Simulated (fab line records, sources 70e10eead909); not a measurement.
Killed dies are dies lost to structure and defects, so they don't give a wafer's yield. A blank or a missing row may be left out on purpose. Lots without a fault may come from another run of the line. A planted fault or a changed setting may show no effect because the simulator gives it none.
fab line records | flow nand_harc
record lots=6 wafers=18 last_day=33
route steps=1302 shown A_M1@1191 A_BONDPAD@1202
lots that met no fault: from a run of the same line without faults
start_h: hours from the record's first day to the start of the lot's first wafer shown | wait_h: hours since the lot's step before | " the same as in the row above | L1.1+2: a row that stands for several wafers | - no value, or no start given | * or withheld: withheld | < > ~ a bound
route shown NAME@n: a module of which the file shows steps, and the number in the route of the first | usual: mean/standard deviation of fault-free wafers | same: alike in all rows | chamber/n: place in a boat | sites: the reading at each site | _std_site: their standard deviation | _edge_site: outer sites' mean less inner sites' | radius_mm: how far each site lies from the wafer's centre | mask NAME#n: copy n | behind: the tool/chamber that last shaped the wafer | hold: why the lot was held/for how many hours/how that ended | device: the transistor (n, p or np) that didn't switch | end of line: the same wafers' tests at the end of the route | a step without rows: its recipe alone | killed: dies lost to structure and defects at the first sort, not the wafer's yield | map: a wafer's dies, x killed, . not, _ none there
set.NAME: the setting as run; set.NAME@STEP: as run at that earlier step | model.NAME: the simulator's own value behind a step, which no gauge read
lots at some steps of the route; a table a step, a row a wafer
services: from which hour (start_h, from the record's first day; less than 0 if before it) a tool's chamber was out of use, for how many hours, and why
## steps
# step NHARC_A_M1_PVD_20
# recipe target_thk_a=50 bias_v=168.6 power_w=15000 chamber_pressure_pa=0.12 time_s=8.06 substrate_temp_c=50 material=TaN
# usual throttle_valve_pct=30.0/1.3
# columns lot.wafer tool chamber start_h wait_h throttle_valve_pct
L409.4 pvd_sputter-01 - - - 29.6
L409.6 " - " " 31.5
L409.5 " - " " 29.5
L422.4 pvd_sputter-02 - - - 31.8
L422.1 " - " " 27.6
L422.5 " - " " 30.1
L420.1 pvd_sputter-03 - - - 30.1
L420.4 " - " " 29.2
L420.5 " - " " 30.1
L423.2 pvd_sputter-02 - - - 30.0
L423.5 " - " " 29.6
L423.6 " - " " 31.8
L427.3 pvd_sputter-03 - - - 29.5
L427.2 " - " " 31.4
L427.6 " - " " 29.5
L428.2 pvd_sputter-03 - - - 28.5
L428.1 " - " " 31.0
L428.6 " - " " 28.7
# step NHARC_A_M1_PVD_21
# recipe target_thk_a=300 chamber_pressure_pa=5 power_w=5000 substrate_temp_c=30 time_s=20.49 material=Cu
# usual throttle_valve_pct=30.1/1.3
# columns lot.wafer tool chamber start_h wait_h throttle_valve_pct
L409.4 pvd_sputter-01 - - - 31.5
L409.5 " - " " 29.4
L409.6 " - " " 32.4
L422.4 pvd_sputter-02 - - - 29.7
L422.1 " - " " 32.1
L422.5 " - " " 31.8
L420.4 pvd_sputter-03 - - - 30.2
L420.1 " - " " 31.5
L420.5 " - " " 29.3
L423.2 pvd_sputter-02 - - - 29.7
L423.5 " - " " 27.7
L423.6 " - " " 29.8
L427.2 pvd_sputter-03 - - - 29.7
L427.3 " - " " 28.9
L427.6 " - " " 30.3
L428.1 pvd_sputter-03 - - - 29.6
L428.2 " - " " 30.3
L428.6 " - " " 28.7
# step NHARC_A_M1_ECD_22
# recipe target_thk_a=4000 bath_temp_c=25 material=Cu
# step NHARC_A_M1_ANNEAL_31
# recipe temp_c=225 time_s=90
# step NHARC_A_M1_CMP_23
# recipe t_overpolish_s=20 target_thk_nm=154.34
# step NHARC_A_M1_THK_MEAS_24
# recipe thk_meas_gauge=xrf
# usual thk_nm=154.3/1.5
# columns lot.wafer tool chamber start_h wait_h thk_nm
L409.4 film_metro-01 - 552.68 - 154.5
L409.5 " - " " 154.3
L409.6 " - " " 153.3
L422.1 film_metro-01 - 671.12 - 153.6
L422.4 " - " " 153.7
L422.5 " - " " 154.9
L420.1 film_metro-02 - 672.91 - 154.4
L420.4 " - " " 154.5
L420.5 " - " " 151.8
L423.2 film_metro-01 - 707.38 - 153.7
L423.5 " - " " 151.6
L423.6 " - " " 154.2
L427.2 film_metro-02 - 739.01 - 154.7
L427.3 " - " " 156.4
L427.6 " - " " 154.9
L428.1 film_metro-02 - 743.47 - 156.0
L428.2 " - " " 154.0
L428.6 " - " " 155.5
# step NHARC_A_M1_SRD_25
# step NHARC_A_M1_INSPECT_27
# usual raw_defect_count=492/120
# columns lot.wafer tool chamber start_h wait_h raw_defect_count
L409.4 defect_inspect-02 - 552.84 0.0 442
L409.5 " - " " 509
L409.6 " - " " 463
L422.1 defect_inspect-02 - 671.28 0.0 523
L422.4 " - " " 511
L422.5 " - " " 496
L420.1 defect_inspect-01 - 673.06 0.0 350
L420.4 " - " " 404
L420.5 " - " " 388
L423.2 defect_inspect-02 - 707.53 0.0 518
L423.5 " - " " 351
L423.6 " - " " 547
L427.2 defect_inspect-02 - 739.17 0.0 343
L427.3 " - " " 316
L427.6 " - " " 288
L428.1 defect_inspect-02 - 743.62 0.0 448
L428.2 " - " " 649
L428.6 " - " " 638
# step NHARC_A_M1_PRE_CLEAN_32
# recipe time_s=12 temp_c=370 rf_power_w=300 gas=NH3
# usual heater_power_w=653/62
# columns lot.wafer tool chamber start_h wait_h heater_power_w
L409.4 pecvd-04 0 552.94 0.1 510
L409.6 " 1 " " 657
L409.5 " 2 " " 759
L422.1 pecvd-04 1 671.36 0.1 677
L422.4 " 0 " " 553
L422.5 " 1 " " 656
L420.1 pecvd-04 0 673.24 0.2 588
L420.5 " 2 " " 740
L420.4 " 0 " " 584
L423.2 pecvd-04 0 707.61 0.1 551
L423.6 " 2 " " 715
L423.5 " 0 " " 551
L427.2 pecvd-04 0 739.23 0.1 546
L427.3 " 2 " " 712
L427.6 " 0 " " 543
L428.1 pecvd-04 2 743.70 0.1 687
L428.2 " 0 " " 525
L428.6 " 1 " " 644
# step NHARC_A_M1_DEP_33
# recipe target_thk_a=300 temp_c=370 target_thk_nm=30 pressure_torr=3 flow_sccm=200 rf_w=450 material=SiCN
# usual chamber_pressure_Torr=2.999/0.0068 heater_power_w=604/59
# columns lot.wafer tool chamber start_h wait_h chamber_pressure_Torr heater_power_w
L409.4 pecvd-04 0 553.11 0.2 3.013 552
L409.6 " 1 " " 2.989 640
L409.5 " 2 " " 2.996 722
L422.1 pecvd-04 1 671.47 0.1 3.000 565
L422.4 " 0 " " 3.001 495
L422.5 " 1 " " 3.000 574
L420.1 pecvd-04 0 673.35 0.1 2.996 513
L420.5 " 2 " " 2.994 656
L420.4 " 0 " " 3.001 516
L423.2 pecvd-04 0 707.72 0.1 2.992 464
L423.6 " 2 " " 2.997 658
L423.5 " 0 " " 2.992 471
L427.2 pecvd-04 0 739.31 0.1 2.991 557
L427.3 " 2 " " 3.001 672
L427.6 " 0 " " 2.991 554
L428.1 pecvd-04 2 743.81 0.1 2.993 556
L428.2 " 0 " " 2.992 470
L428.6 " 1 " " 3.001 626
# step NHARC_A_BONDPAD_DEP_00
# recipe target_thk_a=2500 temp_c=370 target_thk_nm=250 pressure_torr=3 flow_sccm=200 rf_w=450 material=SiCN
# usual chamber_pressure_Torr=3.000/0.0068 heater_power_w=602/83
# columns lot.wafer tool chamber start_h wait_h chamber_pressure_Torr heater_power_w
L409.5 pecvd-02 2 553.67 - 2.983 503
L409.6 " 0 " " 2.997 695
L409.4 " 1 " " 3.003 624
L422.1 pecvd-02 1 672.07 - 2.996 677
L422.5 " 0 " " 3.011 708
L422.4 " 1 " " 3.002 710
L420.1 pecvd-02 2 673.86 - 2.999 438
L420.4 " 0 " " 2.984 650
L420.5 " 1 " " 3.001 623
L423.2 pecvd-03 1 708.28 - 2.994 645
L423.6 " 1 " " 2.992 651
L423.5 " 2 " " 3.005 589
L427.3 pecvd-01 1 739.94 - 3.003 676
L427.2 " 2 " " 3.001 704
L427.6 " 0 " " 3.006 609
L428.1 pecvd-02 0 744.37 - 3.005 575
L428.2 " 1 " " 3.011 704
L428.6 " 2 " " 2.993 458
# step NHARC_A_BONDPAD_CMP_29
# recipe target_thk_nm=200 material=SiCN
# usual edge_zone_pressure_frac=0.999/0.0052 motor_current_A=11.8/1 pad_life_wafers=164/120
# columns lot.wafer tool chamber start_h wait_h edge_zone_pressure_frac motor_current_A pad_life_wafers
L409.4 cmp-03 2 554.00 - 1.010 10.4 440
L409.5 " 0 " " 1.009 11.5 -
L409.6 " 1 " " 0.999 12.6 -
L422.4 cmp-04 3 672.41 - - - -
L422.1 " 1 " " - - -
L422.5 " 2 " " - - -
L420.4 cmp-04 0 674.26 - - - -
L420.1 " 2 " " - - -
L420.5 " 0 " " - - -
L423.2 cmp-02 0 708.72 - 1.011 11.8 351
L423.5 " 1 " " 0.996 11.7 -
L423.6 " 2 " " 0.997 12.1 -
L427.3 cmp-04 2 740.30 - 1.004 10.9 162
L427.2 " 0 " " 1.004 14.1 164
L427.6 " 2 " " 1.001 11.6 -
L428.2 cmp-04 0 744.73 - 1.001 13.8 180
L428.1 " 3 " " 0.996 11.6 183
L428.6 " 0 " " 1.005 13.3 -
# step NHARC_A_BONDPAD_THK_MEAS_30
# recipe thk_meas_gauge=ellipsometry
# usual thk_nm=200.2/1.5
# columns lot.wafer tool chamber start_h wait_h thk_nm
L409.4 film_metro-01 - 554.20 0.2 199.5
L409.5 " - " " 202.1
L409.6 " - " " 201.8
L422.1 film_metro-01 - 672.63 0.1 248.6
L422.4 " - " " 247.9
L422.5 " - " " 248.7
L420.1 film_metro-02 - 674.51 0.2 250.8
L420.4 " - " " 250.0
L420.5 " - " " 251.7
L423.2 film_metro-01 - 708.89 0.2 199.7
L423.5 " - " " 200.8
L423.6 " - " " 198.1
L427.2 film_metro-02 - 740.55 0.2 199.3
L427.3 " - " " 201.1
L427.6 " - " " 201.9
L428.1 film_metro-02 - 744.98 0.1 200.5
L428.2 " - " " 197.1
L428.6 " - " " 200.8
# step NHARC_A_BONDPAD_SRD_31
## services
# columns tool chamber start_h hours kind
cmp-04 - 536.09 5.5 repair
cmp-04 - 556.81 1.5 repair
cmp-04 - 563.65 2.1 repair
pecvd-02 - 575.89 1.4 repair
pvd_sputter-01 - 582.00 10.0 pm
pecvd-02 - 589.33 13.0 pm
pvd_sputter-01 - 600.61 2.0 repair
cmp-04 - 601.13 4.0 pm
pecvd-02 0 606.05 12.2 repair
pecvd-02 - 613.46 1.4 repair
cmp-04 - 618.99 3.7 repair
pecvd-04 - 631.11 13.0 pm
cmp-04 - 634.11 3.0 repair
pvd_sputter-02 - 638.08 10.0 pm
pvd_sputter-03 - 652.81 2.8 repair
cmp-04 - 661.18 2.8 repair
cmp-04 - 674.92 0.2 repair
pvd_sputter-02 - 678.60 5.5 repair
pvd_sputter-01 - 689.95 1.1 repair
cmp-04 - 699.13 4.0 pm
cmp-04 - 703.60 1.7 repair
pvd_sputter-03 - 704.91 10.0 pm
pecvd-04 - 719.52 0.7 repair
pvd_sputter-02 - 741.35 0.8 repair
## key
first_sign step=NHARC_A_BONDPAD_CMP_29 reading=tool_record direction=missing
effect step=NHARC_A_BONDPAD_THK_MEAS_30 reading=thk_nm direction=up sigmas=34 usual=200.2 struck=249.6
met_at NHARC_A_BONDPAD_CMP_29
struck_wafers L420.1,L420.4,L420.5,L422.1,L422.4,L422.5
later_rows_left_out L420.1,L420.4,L420.5,L422.1,L422.4,L422.5
sort_left_out L420.1,L420.4,L420.5,L422.1,L422.4,L422.5
fault kind=skipped_step_whole tool=cmp-04 chamber=- onset_h=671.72 steps=NHARC_A_BONDPAD_CMP_29 scope=struck_lots_only
# sort_left_out: the simulated sort isn't trusted on such a fault, so these wafers' sort isn't shown, and their yield isn't known
# later_rows_left_out: the simulator's readings of these wafers behind a module that went badly wrong aren't trusted and aren't shown, but for the sort
